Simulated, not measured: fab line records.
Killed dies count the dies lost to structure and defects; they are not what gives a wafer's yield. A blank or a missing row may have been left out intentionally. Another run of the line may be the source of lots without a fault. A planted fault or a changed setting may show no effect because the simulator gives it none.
fab line records    flow n5_finfet    part 1 of 2: steps 1 to 14 of 23
[record] lots = 5  wafers = 15  last_day = 17
route steps=1938 shown FIN_CUT@162 STI_FIN_REVEAL@183
lots that met no fault: from a run of the same line without faults
start_h: start of the lot's first displayed wafer, in hours after the record's first day    wait_h: time in hours since the lot's previous step    " repeats the value in the row above    L1.1+2: a single row standing in for several wafers    - no value, or no start given    * or withheld: withheld    < > ~ a bound
route shown NAME@n: names a module that has steps shown in the file, with the first one's number in the route    usual: the fault-free wafers' mean and standard deviation    same: alike in all rows    chamber/n: place in a boat    sites: the reading at each site    _std_site: standard deviation of those values    _edge_site: outer sites' mean less inner sites'    radius_mm: how far each site lies from the wafer's centre    mask NAME#n: copy n    behind: tool/chamber where the wafer was last shaped    hold: the reason the lot was held/the length of the hold in hours/how it ended    device: the n, p or np transistor that did not switch    end of line: at the end of the route, the tests of the same wafers    a step without rows: its recipe alone    killed: count of dies lost to structure and defects at first sort (not the wafer's yield)    map: a wafer's dies, x killed, . not, _ none there
set.NAME: the setting the step ran with; set.NAME@STEP: the setting that earlier step ran with    model.NAME: the simulator's own value behind a step, which no gauge read
lots seen at some steps along the route; tables by step, rows by wafer
services: from which hour (start_h, from the record's first day; less than 0 if before it) a tool's chamber was out of use, for how many hours, and why
[[steps]]
[step N5_FIN_CUT_DEVELOP_07]
[recipe] develop_time_s = 30  developer = TMAH  resist = CAR-EUV  rinse_liquid = surfactant_rinse  dry = air_spin  dev_temp_c = 23
[usual] resist_line_temp_C = 23.00/0.1
[same] develop_time_s = 30
lot.wafer  tool            chamber  start_h  wait_h  resist_line_temp_C
L074.2     litho_track-02  0        -        -       22.92
L074.4     "               0        "        "       22.93
L074.6     "               0        "        "       22.88
L075.1     litho_track-01  0        -        -       23.10
L075.5     "               0        "        "       23.01
L075.6     "               0        "        "       23.08
L083.3     litho_track-04  0        -        -       23.01
L083.4     "               0        "        "       22.91
L083.5     "               0        "        "       22.87
L085.4     litho_track-01  0        -        -       23.06
L085.5     "               0        "        "       22.94
L085.6     "               0        "        "       22.89
L096.1     litho_track-02  0        -        -       22.99
L096.2     "               0        "        "       22.93
L096.6     "               0        "        "       23.00
[step N5_FIN_CUT_CD_MEAS_08]
[recipe] target_cd_nm = 29.1  landing_energy_ev = 500  detector = se_inlens  polarity = opening
[usual] cd_nm = 29.17/0.24
lot.wafer  tool       chamber  start_h  wait_h  cd_nm
L074.2     cd_sem-01  0        26.24    -       29.76
L074.4     "          0        "        "       29.43
L074.6     "          0        "        "       28.91
L075.1     cd_sem-03  0        33.34    -       29.35
L075.5     "          0        "        "       29.52
L075.6     "          0        "        "       29.31
L083.3     cd_sem-02  0        80.89    -       28.72
L083.4     "          0        "        "       29.12
L083.5     "          0        "        "       28.92
L085.4     cd_sem-01  0        95.20    -       29.58
L085.5     "          0        "        "       29.45
L085.6     "          0        "        "       29.24
L096.1     cd_sem-03  0        159.16   -       29.37
L096.2     "          0        "        "       29.30
L096.6     "          0        "        "       28.84
[step N5_FIN_CUT_OVL_MEAS_09]
[recipe] points_per_wafer = 522
[usual] FIN_CUT_OVL = -0.1/0.59
lot.wafer  tool        chamber  start_h  wait_h  FIN_CUT_OVL[nm]
L074.2     overlay-02  0        26.28    0.0     -0.5
L074.4     "           0        "        "       0.0
L074.6     "           0        "        "       1.0
L075.1     overlay-02  0        33.38    0.0     0.4
L075.5     "           0        "        "       0.5
L075.6     "           0        "        "       -0.6
L083.3     overlay-02  0        80.93    0.0     0.8
L083.4     "           0        "        "       -0.2
L083.5     "           0        "        "       0.6
L085.4     overlay-02  0        95.25    0.0     -0.1
L085.5     "           0        "        "       -0.9
L085.6     "           0        "        "       -1.2
L096.1     overlay-02  0        159.19   0.0     -0.2
L096.2     "           0        "        "       -0.4
L096.6     "           0        "        "       -0.3
[step N5_FIN_CUT_INSPECT_10]
[recipe] mode = adi  inspect_instrument = brightfield
[usual] raw_defect_count = 48/12
lot.wafer  tool               chamber  start_h  wait_h  raw_defect_count
L074.2     defect_inspect-02  -        26.33    0.0     30
L074.4     "                  -        "        "       38
L074.6     "                  -        "        "       34
L075.1     defect_inspect-02  -        33.43    0.1     23
L075.5     "                  -        "        "       45
L075.6     "                  -        "        "       42
L083.3     defect_inspect-01  -        80.97    0.0     28
L083.4     "                  -        "        "       45
L083.5     "                  -        "        "       51
L085.4     defect_inspect-01  -        95.29    0.0     41
L085.5     "                  -        "        "       35
L085.6     "                  -        "        "       32
L096.1     defect_inspect-01  -        159.25   0.1     45
L096.2     "                  -        "        "       50
L096.6     "                  -        "        "       38
[step N5_FIN_CUT_DESCUM_13]
[recipe] chemistry = O2  time_s = 7  source_power_w = 50  bias_power_w = 20  pressure_mtorr = 20  rf_frequency_hz = 2.712e+07  temp_c = 40  resist = CAR-EUV  o2_flow_sccm = 225
[usual] bias_power_w = 20.01/0.06  drypump_motor_current_A = 5.76/0.29  o2_flow_sccm = 224.9/0.64  oes_product_au = 0.79/0.079  rf_fwd_power_W = 49.48/0.22  rf_vpp_V = 243.8/1.5  showerhead_plenum_p_Torr = 2.13/0.073  throttle_valve_pct = 20.39/0.27
lot.wafer  tool         chamber  start_h  wait_h  bias_power_w  drypump_motor_current_A  o2_flow_sccm  oes_product_au  rf_fwd_power_W  rf_hours_counter_h  rf_vpp_V  showerhead_plenum_p_Torr  throttle_valve_pct
L074.2     rie_diel-03  1        26.36    0.0     19.98         5.91                     224.4         0.76            49.82           136                 244.2     2.19                      20.70
L074.4     "            0        "        "       20.07         5.18                     224.7         0.68            49.30           234                 243.5     2.16                      20.60
L074.6     "            1        "        "       20.01         5.89                     225.2         0.76            49.96           -                   244.7     2.19                      20.72
L075.1     rie_diel-05  0        33.47    0.0     20.01         6.09                     224.3         0.79            49.36           127                 245.2     2.18                      20.21
L075.5     "            1        "        "       19.97         5.73                     225.1         0.97            49.70           -                   244.2     2.13                      20.17
L075.6     "            2        "        "       19.99         6.35                     225.2         0.79            49.49           -                   245.1     2.20                      20.74
L083.3     rie_diel-05  1        81.01    0.0     19.97         5.73                     224.2         0.95            49.88           17                  243.7     2.13                      20.18
L083.4     "            3        "        "       20.04         6.06                     225.4         0.91            49.75           33                  244.8     2.23                      20.41
L083.5     "            3        "        "       20.03         6.06                     224.4         0.90            49.69           -                   245.6     2.23                      20.40
L085.4     rie_diel-03  3        95.48    0.2     20.07         5.78                     225.5         0.69            49.50           -                   243.9     2.13                      20.71
L085.5     "            2        "        "       20.04         5.42                     225.1         0.82            49.10           -                   244.3     2.12                      20.42
L085.6     "            1        "        "       20.03         5.93                     225.5         0.74            49.56           -                   246.3     2.18                      20.74
L096.1     rie_diel-03  3        159.28   0.0     19.95         5.80                     225.6         0.93            49.47           14                  243.0     2.13                      20.32
L096.2     "            0        "        "       20.07         5.18                     224.0         0.96            49.13           6                   246.4     2.15                      20.27
L096.6     "            0        "        "       20.14         5.17                     224.7         0.97            49.22           -                   244.5     2.15                      20.26
[step N5_FIN_CUT_ETCH_30]
[recipe] chemistry = N2/H2  target = underlayer  target_depth_a = 130  mask_material = CAR-EUV  time_s = 10.4  ion_energy_ev = 200  pressure_mtorr = 30  source_w = 840  bias_w = 150  n2_flow_sccm = 200  h2_flow_sccm = 200  ends = cleared
[usual] drypump_motor_current_A = 5.76/0.29  etch_rf_on_time_s = 10.32/0.2  oes_product_au = 0.67/0.066  rf_fwd_power_W = 819.4/2.7  rf_vpp_V = 525.1/2.7  showerhead_plenum_p_Torr = 2.59/0.088  throttle_valve_pct = 17.82/0.24
lot.wafer  tool         chamber  start_h  wait_h  drypump_motor_current_A  etch_rf_on_time_s  oes_product_au  rf_fwd_power_W  rf_hours_counter_h  rf_vpp_V  showerhead_plenum_p_Torr  throttle_valve_pct
L074.2     rie_diel-03  1        26.40    0.0     5.94                     10.22              0.65            816.2           136                 526.7     2.64                      18.03
L074.4     "            0        "        "       5.16                     10.47              0.58            821.0           234                 524.9     2.61                      18.00
L074.6     "            1        "        "       5.91                     10.22              0.65            817.6           -                   527.6     2.64                      18.03
L075.1     rie_diel-05  0        33.50    0.0     6.06                     10.25              0.67            817.9           127                 525.9     2.66                      17.69
L075.5     "            1        "        "       5.75                     10.33              0.83            817.1           -                   525.9     2.60                      17.71
L075.6     "            2        "        "       6.35                     10.32              0.69            821.2           -                   526.4     2.68                      18.23
L083.3     rie_diel-05  1        81.04    0.0     5.77                     10.23              0.80            819.7           17                  524.3     2.59                      17.74
L083.4     "            3        "        "       6.08                     10.23              0.76            819.1           33                  528.6     2.70                      17.82
L083.5     "            3        "        "       6.08                     10.12              0.77            819.1           -                   527.5     2.70                      17.79
L085.4     rie_diel-03  3        95.51    0.0     5.79                     10.29              0.59            823.2           -                   526.5     2.60                      18.16
L085.5     "            2        "        "       5.42                     10.02              0.70            818.6           -                   523.8     2.58                      17.91
L085.6     "            1        "        "       5.91                     10.06              0.64            818.5           -                   525.4     2.63                      18.09
L096.1     rie_diel-03  3        159.32   0.0     5.79                     10.50              0.79            817.2           14                  525.7     2.60                      17.74
L096.2     "            0        "        "       5.18                     10.04              0.83            819.8           6                   526.7     2.60                      17.61
L096.6     "            0        "        "       5.14                     10.06              0.82            821.2           -                   526.5     2.60                      17.61
[step N5_FIN_CUT_ETCH_20]
[recipe] chemistry = CF4  target = SiARC  target_depth_a = 260  mask_material = CAR-EUV  time_s = 43.3  ion_energy_ev = 80  pressure_mtorr = 40  source_w = 545  bias_w = 36  Ar_flow_sccm = 100  cf4_flow_sccm = 100  ends = cleared
[usual] drypump_motor_current_A = 5.76/0.29  etch_rf_on_time_s = 43.0/0.96  oes_product_au = 0.67/0.068  rf_fwd_power_W = 537/3.2  rf_vpp_V = 184.5/1.2  showerhead_plenum_p_Torr = 2.18/0.075  throttle_valve_pct = 15.58/0.26
lot.wafer  tool         chamber  start_h  wait_h  drypump_motor_current_A  etch_rf_on_time_s  oes_product_au  rf_fwd_power_W  rf_hours_counter_h  rf_vpp_V  showerhead_plenum_p_Torr  throttle_valve_pct
L074.2     rie_diel-03  1        26.42    0.0     5.89                     42.0               0.66            536             136                 185.3     2.24                      15.94
L074.4     "            0        "        "       5.15                     42.6               0.59            534             234                 184.9     2.19                      15.74
L074.6     "            1        "        "       5.89                     42.0               0.66            539             -                   185.3     2.24                      15.94
L075.1     rie_diel-05  0        33.52    0.0     6.09                     43.4               0.67            532             127                 184.0     2.23                      15.45
L075.5     "            1        "        "       5.74                     43.1               0.82            540             -                   185.5     2.20                      15.40
L075.6     "            2        "        "       6.34                     43.5               0.68            537             -                   185.4     2.24                      15.89
L083.3     rie_diel-05  1        81.06    0.0     5.75                     42.8               0.79            540             17                  183.7     2.19                      15.41
L083.4     "            3        "        "       6.08                     42.7               0.77            540             33                  185.8     2.26                      15.44
L083.5     "            3        "        "       6.09                     42.6               0.76            540             -                   186.5     2.26                      15.44
L085.4     rie_diel-03  3        95.54    0.0     5.78                     43.2               0.58            536             -                   185.5     2.19                      15.98
L085.5     "            2        "        "       5.48                     42.0               0.71            533             -                   183.1     2.17                      15.55
L085.6     "            1        "        "       5.92                     42.8               0.63            541             -                   186.0     2.23                      15.97
L096.1     rie_diel-03  3        159.33   0.0     5.77                     43.7               0.79            540             14                  184.4     2.18                      15.50
L096.2     "            0        "        "       5.15                     41.7               0.83            532             6                   184.8     2.19                      15.30
L096.6     "            0        "        "       5.15                     41.7               0.83            534             -                   184.3     2.19                      15.29
[step N5_FIN_CUT_ETCH_21]
[recipe] chemistry = N2/H2  target = SOC  target_depth_a = 2190  overetch_a = 438  mask_material = SiARC  temp_c = 40  ion_energy_ev = 100  bias_w = 61  time_s = 523.5  pressure_mtorr = 30  source_w = 850  n2_flow_sccm = 200  h2_flow_sccm = 200
[usual] drypump_motor_current_A = 5.76/0.29  oes_product_au = 0.72/0.068  rf_fwd_power_W = 848.6/2.7  rf_vpp_V = 241.3/1.6  showerhead_plenum_p_Torr = 2.59/0.088  throttle_valve_pct = 17.78/0.24
lot.wafer  tool         chamber  start_h  wait_h  drypump_motor_current_A  oes_product_au  rf_fwd_power_W  rf_hours_counter_h  rf_vpp_V  showerhead_plenum_p_Torr  throttle_valve_pct
L074.2     rie_diel-03  1        26.46    0.0     5.91                     0.70            848.2           136                 241.0     2.64                      18.00
L074.4     "            0        "        "       5.17                     0.63            846.8           234                 241.0     2.61                      17.92
L074.6     "            1        "        "       5.88                     0.70            851.7           -                   242.6     2.64                      17.98
L075.1     rie_diel-05  0        33.56    0.0     6.11                     0.72            846.9           127                 241.6     2.66                      17.62
L075.5     "            1        "        "       5.72                     0.88            846.8           -                   240.5     2.60                      17.66
L075.6     "            2        "        "       6.37                     0.74            847.9           -                   241.5     2.68                      18.17
L083.3     rie_diel-05  1        81.10    0.0     5.75                     0.85            850.0           18                  240.7     2.59                      17.69
L083.4     "            3        "        "       6.10                     0.82            848.9           33                  241.9     2.70                      17.74
L083.5     "            3        "        "       6.08                     0.82            846.4           -                   244.3     2.70                      17.76
L085.4     rie_diel-03  3        95.71    0.2     5.81                     0.63            846.5           -                   242.2     2.60                      18.11
L085.5     "            2        "        "       5.43                     0.75            852.3           -                   241.1     2.58                      17.88
L085.6     "            1        "        "       5.88                     0.68            845.9           -                   241.3     2.63                      18.03
L096.1     rie_diel-03  3        159.37   0.0     5.81                     0.86            847.5           14                  240.4     2.60                      17.70
L096.2     "            0        "        "       5.19                     0.87            844.5           7                   240.1     2.60                      17.55
L096.6     "            0        "        "       5.18                     0.87            846.2           -                   241.1     2.60                      17.54
[step N5_FIN_CUT_STRIP_23]
[recipe] chemistry = N2/H2  temp_c = 40  n2_flow_sccm = 200  h2_flow_sccm = 200  rf_frequency_hz = 6e+07
lot.wafer   tool         chamber  start_h  wait_h
L074.2+4+6  rie_diel-03  1,0,1    26.76    0.2
L075.1+5+6  rie_diel-05  0,1,2    33.86    0.2
L083.3+4+5  rie_diel-05  1,3,3    81.40    0.2
L085.4+5+6  rie_diel-03  3,2,1    95.87    0.0
L096.1+2+6  rie_diel-03  3,0,0    159.68   0.2
[step N5_FIN_CUT_STRIP_31]
[recipe] chemistry = N2/H2  temp_c = 40  n2_flow_sccm = 200  h2_flow_sccm = 200  rf_frequency_hz = 6e+07
lot.wafer   tool         chamber  start_h  wait_h
L074.2+4+6  rie_diel-03  1,0,1    26.77    0.0
L075.1+5+6  rie_diel-05  0,1,2    33.87    0.0
L083.3+4+5  rie_diel-05  1,3,3    81.41    0.0
L085.4+5+6  rie_diel-03  3,2,1    95.88    0.0
L096.1+2+6  rie_diel-03  3,0,0    159.69   0.0
[step N5_FIN_CUT_STRIP_24]
[recipe] chemistry = CF4  resist = SiARC  power_w = 300  bias_power_w = 75  pressure_mtorr = 50  cf4_flow_sccm = 150  rf_frequency_hz = 6e+07
[usual] bias_power_w = 74.98/0.23  drypump_motor_current_A = 5.75/0.29  oes_product_au = 0.77/0.074  rf_fwd_power_W = 293.1/1  rf_vpp_V = 271.8/1.5  showerhead_plenum_p_Torr = 1.82/0.061  throttle_valve_pct = 13.55/0.26
lot.wafer  tool         chamber  start_h  wait_h  bias_power_w  drypump_motor_current_A  oes_product_au  rf_fwd_power_W  rf_hours_counter_h  rf_vpp_V  showerhead_plenum_p_Torr  throttle_valve_pct
L074.2     rie_diel-03  1        26.78    0.0     74.63         5.90                     0.75            294.4           136                 273.5     1.87                      13.87
L074.4     "            0        "        "       74.94         5.17                     0.68            293.1           234                 272.1     1.84                      13.76
L074.6     "            1        "        "       74.93         5.90                     0.75            293.6           -                   272.6     1.87                      13.88
L075.1     rie_diel-05  0        33.88    0.0     74.93         6.09                     0.78            293.2           127                 274.4     1.86                      13.41
L075.5     "            1        "        "       75.39         5.72                     0.96            292.7           -                   272.0     1.83                      13.32
L075.6     "            2        "        "       74.96         6.32                     0.80            290.5           -                   273.4     1.89                      13.88
L083.3     rie_diel-05  1        81.42    0.0     75.25         5.75                     0.92            291.4           18                  270.3     1.83                      13.34
L083.4     "            3        "        "       74.97         6.08                     0.87            294.7           33                  273.5     1.88                      13.38
L083.5     "            3        "        "       75.04         6.07                     0.87            293.2           -                   272.2     1.88                      13.36
L085.4     rie_diel-03  3        95.89    0.0     75.11         5.79                     0.68            292.3           -                   272.4     1.83                      13.96
L085.5     "            2        "        "       74.96         5.43                     0.80            293.5           -                   272.3     1.82                      13.53
L085.6     "            1        "        "       74.78         5.91                     0.72            292.9           -                   272.3     1.86                      13.92
L096.1     rie_diel-03  3        159.70   0.0     75.17         5.79                     0.93            295.0           14                  272.6     1.82                      13.41
L096.2     "            0        "        "       75.36         5.20                     0.93            292.1           7                   272.0     1.83                      13.22
L096.6     "            0        "        "       75.20         5.18                     0.93            293.0           -                   270.7     1.83                      13.21
[step N5_FIN_CUT_CUT_ETCH_26]
[recipe] chemistry = CH3F/O2  target = SiNx  target_depth_a = 390  mask_material = SOC  time_s = 55.7  pressure_mtorr = 30  source_w = 395  bias_w = 73  Ar_flow_sccm = 150  CH3F_flow_sccm = 30  O2_flow_sccm = 20  ion_energy_ev = 120
[usual] drypump_motor_current_A = 5.75/0.29  oes_f_703_au = 0.78/0.077  oes_product_au = 0.79/0.078  rf_fwd_power_W = 391.7/1.4  rf_vpp_V = 297/4.8  showerhead_plenum_p_Torr = 2.04/0.074  throttle_valve_pct = 16.34/0.25
lot.wafer  tool         chamber  start_h  wait_h  drypump_motor_current_A  oes_f_703_au  oes_product_au  rf_fwd_power_W  rf_hours_counter_h  rf_vpp_V  showerhead_plenum_p_Torr  throttle_valve_pct
L074.2     rie_diel-03  1        26.80    0.0     5.90                     0.76          0.77            395.4           136                 298       2.10                      16.69
L074.4     "            0        "        "       5.21                     0.72          0.68            390.5           234                 286       2.06                      16.50
L074.6     "            1        "        "       5.93                     0.76          0.77            393.4           -                   298       2.10                      16.69
L075.1     rie_diel-05  0        33.90    0.0     6.08                     0.78          0.79            391.3           127                 300       2.10                      16.25
L075.5     "            1        "        "       5.74                     0.97          0.97            391.7           -                   295       2.06                      16.17
L075.6     "            2        "        "       6.33                     0.81          0.80            390.8           -                   290       2.09                      16.58
L083.3     rie_diel-05  1        81.44    0.0     5.74                     0.93          0.93            393.1           18                  294       2.05                      16.20
L083.4     "            3        "        "       6.08                     0.88          0.90            392.1           33                  303       2.12                      16.21
L083.5     "            3        "        "       6.06                     0.88          0.90            392.4           -                   303       2.12                      16.22
L085.4     rie_diel-03  3        95.92    0.0     5.77                     0.69          0.69            390.7           -                   301       2.05                      16.78
L085.5     "            2        "        "       5.40                     0.82          0.82            391.6           -                   295       2.02                      16.28
L085.6     "            1        "        "       5.92                     0.73          0.74            392.5           -                   297       2.09                      16.75
L096.1     rie_diel-03  3        159.72   0.0     5.78                     0.93          0.92            390.6           14                  301       2.05                      16.31
L096.2     "            0        "        "       5.18                     0.99          0.97            389.6           7                   286       2.05                      16.08
L096.6     "            0        "        "       5.17                     0.99          0.96            388.9           -                   288       2.05                      16.08
[step N5_FIN_CUT_CUT_ETCH_27]
[recipe] chemistry = CHF3/O2  target = SiO2  target_depth_a = 40  mask_material = SOC  overetch_a = 20  time_s = 4.9  pressure_mtorr = 30  source_w = 650  bias_w = 170  Ar_flow_sccm = 200  CHF3_flow_sccm = 50  O2_flow_sccm = 5  ion_energy_ev = 200
[usual] drypump_motor_current_A = 5.76/0.29  oes_f_703_au = 0.78/0.077  oes_product_au = 0.62/0.059  rf_fwd_power_W = 645.0/2.6  rf_vpp_V = 524/8.7  showerhead_plenum_p_Torr = 2.45/0.086  throttle_valve_pct = 18.81/0.26
lot.wafer  tool         chamber  start_h  wait_h  drypump_motor_current_A  oes_f_703_au  oes_product_au  rf_fwd_power_W  rf_hours_counter_h  rf_vpp_V  showerhead_plenum_p_Torr  throttle_valve_pct
L074.2     rie_diel-03  1        26.85    0.0     5.91                     0.77          0.60            647.5           136                 527       2.52                      19.18
L074.4     "            0        "        "       5.17                     0.72          0.54            642.5           234                 503       2.47                      18.93
L074.6     "            1        "        "       5.92                     0.75          0.60            644.8           -                   525       2.52                      19.19
L075.1     rie_diel-05  0        33.95    0.0     6.07                     0.78          0.62            640.1           127                 529       2.53                      18.71
L075.5     "            1        "        "       5.72                     0.95          0.77            646.8           -                   520       2.48                      18.71
L075.6     "            2        "        "       6.34                     0.81          0.63            643.8           -                   512       2.51                      19.04
L083.3     rie_diel-05  1        81.49    0.0     5.74                     0.93          0.73            651.1           18                  520       2.47                      18.72
L083.4     "            3        "        "       6.09                     0.89          0.70            646.2           33                  531       2.54                      18.69
L083.5     "            3        "        "       6.09                     0.89          0.70            647.7           -                   534       2.54                      18.70
L085.4     rie_diel-03  3        95.97    0.0     5.79                     0.68          0.54            645.4           -                   531       2.48                      19.26
L085.5     "            2        "        "       5.46                     0.83          0.64            644.2           -                   520       2.43                      18.78
L085.6     "            1        "        "       5.90                     0.74          0.58            646.6           -                   526       2.51                      19.24
L096.1     rie_diel-03  3        159.76   0.0     5.78                     0.92          0.74            646.7           14                  532       2.47                      18.85
L096.2     "            0        "        "       5.18                     1.00          0.76            644.2           7                   503       2.46                      18.56
L096.6     "            0        "        "       5.20                     0.99          0.75            642.2           -                   503       2.46                      18.55
[step N5_FIN_CUT_PRECLEAN_35]
[recipe] time_s = 13.3  temp_c = 45  pressure_torr = 125  p_hf_torr = 3  p_coreactant_torr = 25  chemistry = vHF
[usual] drypump_motor_current_A = 6.0/0.5  pressure_torr = 125.04/0.25
lot.wafer  tool           chamber  start_h  wait_h  drypump_motor_current_A  pressure_torr
L074.2     vapor_etch-01  1        26.91    0.0     6.2                      124.98
L074.4     "              0        "        "       6.6                      125.18
L074.6     "              0        "        "       6.6                      124.97
L075.1     vapor_etch-01  1        34.02    0.0     6.2                      125.28
L075.5     "              0        "        "       6.6                      124.80
L075.6     "              1        "        "       6.2                      125.02
L083.3     vapor_etch-01  0        81.58    0.1     6.6                      124.78
L083.4     "              1        "        "       6.2                      125.16
L083.5     "              1        "        "       6.2                      125.32
L085.4     vapor_etch-01  1        96.03    0.0     6.2                      124.53
L085.5     "              1        "        "       6.2                      124.79
L085.6     "              0        "        "       6.6                      125.27
L096.1     vapor_etch-02  0        159.83   0.0     5.2                      124.91
L096.2     "              1        "        "       6.0                      124.51
L096.6     "              0        "        "       5.2                      124.92
